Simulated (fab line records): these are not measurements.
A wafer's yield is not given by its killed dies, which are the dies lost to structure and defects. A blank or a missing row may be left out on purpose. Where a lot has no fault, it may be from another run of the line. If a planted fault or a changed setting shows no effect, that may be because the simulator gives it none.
A lot that was struck, set against a sound lot / flow n5 finfet / 14 out of 1938 route steps
Sound: these wafers, L762.2, L762.4, L762.5. Struck: wafer L766.6. (L766.4, L766.5 of the same lot were not struck and are left out.) The cause comes at the end.
Order at every step that has rows: each side's tool, ch and its chambers, its first start. Under that, the readings that differ: sound wafers / struck wafers / difference of the means / sigmas: that difference in standard deviations of wafers without a fault.
alike: words and numbers the same on both sides, and readings whose means are apart by under 2 such deviations; not compared: readings that were withheld, readings missing a value for some wafer, numbers with overlapping values and no deviation given by the record, and bounds like >300 which may hide the same value.
Wherever a step has rows on one side only, a row that says differs or no value, or a row with sigmas, the two part there. Non-overlapping numbers with no deviation appear without sigmas and do not part them. A reading that every wafer of one side lacks parts them only if that side has two wafers or more.

N5_BEOL_M4_ANNEAL_87: time 240 s.
  sound on pvd sputter-03 at day 8 19:20; struck on pvd sputter-03 at day 10 01:29
  alike: heater power w
then, 2 steps without rows for these wafers: N5_BEOL_M4_SPUTTER_88 (material Cu, target thk 4.5 nm, time 8.29 s); N5_BEOL_M4_ANNEAL_89 (time 240 s).
N5_BEOL_M4_SPUTTER_90: material Cu, target thk 4.5 nm, time 8.29 s.
  sound on pvd sputter-03 at day 8 19:42; struck on pvd sputter-03 at day 10 01:51
  alike: throttle valve pct
then, 3 steps without rows for these wafers: N5_BEOL_M4_ANNEAL_91 (time 240 s); N5_BEOL_M4_SPUTTER_92 (material Cu, target thk 4.5 nm, time 8.29 s); N5_BEOL_M4_ANNEAL_93 (time 240 s).
N5_BEOL_M4_SPUTTER_94: material Cu, target thk 4.5 nm, time 8.29 s.
  sound on pvd sputter-03 at day 8 20:08; struck on pvd sputter-03 at day 10 02:17
  alike: throttle valve pct
N5_BEOL_M4_ANNEAL_95: time 240 s.
  sound on pvd sputter-03 at day 8 20:13; struck on pvd sputter-03 at day 10 02:22
  alike: heater power w
then, 2 steps without rows for these wafers: N5_BEOL_M4_SPUTTER_96 (material Cu, target thk 4.5 nm, time 8.29 s); N5_BEOL_M4_ECD_50 (material Cu, target thk 300 nm).
N5_BEOL_M4_ANNEAL_51: time 90 s.
  sound on rtp anneal-02 ch 0, day 8 20:36; struck on rtp anneal-01 ch 0, day 10 02:50
  alike: wafer_temp_C_max
N5_BEOL_M4_CMP_52: polishes, stops on SiOC, t overpolish 6.8 s, target thk 40 nm.
  sound on cmp-02 ch 0,1, day 8 20:51; struck on cmp-02 ch 0, day 10 03:05
reading=barrier field endpoint s (s); sound=24.3 24.4 24.4; struck=31.0; difference=+6.6; sigmas=+9
reading=time to endpoint s (s); sound=62 61 67; struck=79; difference=+16; sigmas=+4
  alike: head pressure psi, motor current A, overpolish run s
then, 1 step without rows for these wafers: N5_PASSIVATION_PROBE_49.

WHERE THEY PART
Only at N5_BEOL_M4_CMP_52, within this record.

WHY: whatever the simulator had introduced
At N5_BEOL_M4_CMP_52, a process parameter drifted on cmp-02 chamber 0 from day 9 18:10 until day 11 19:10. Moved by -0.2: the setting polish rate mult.
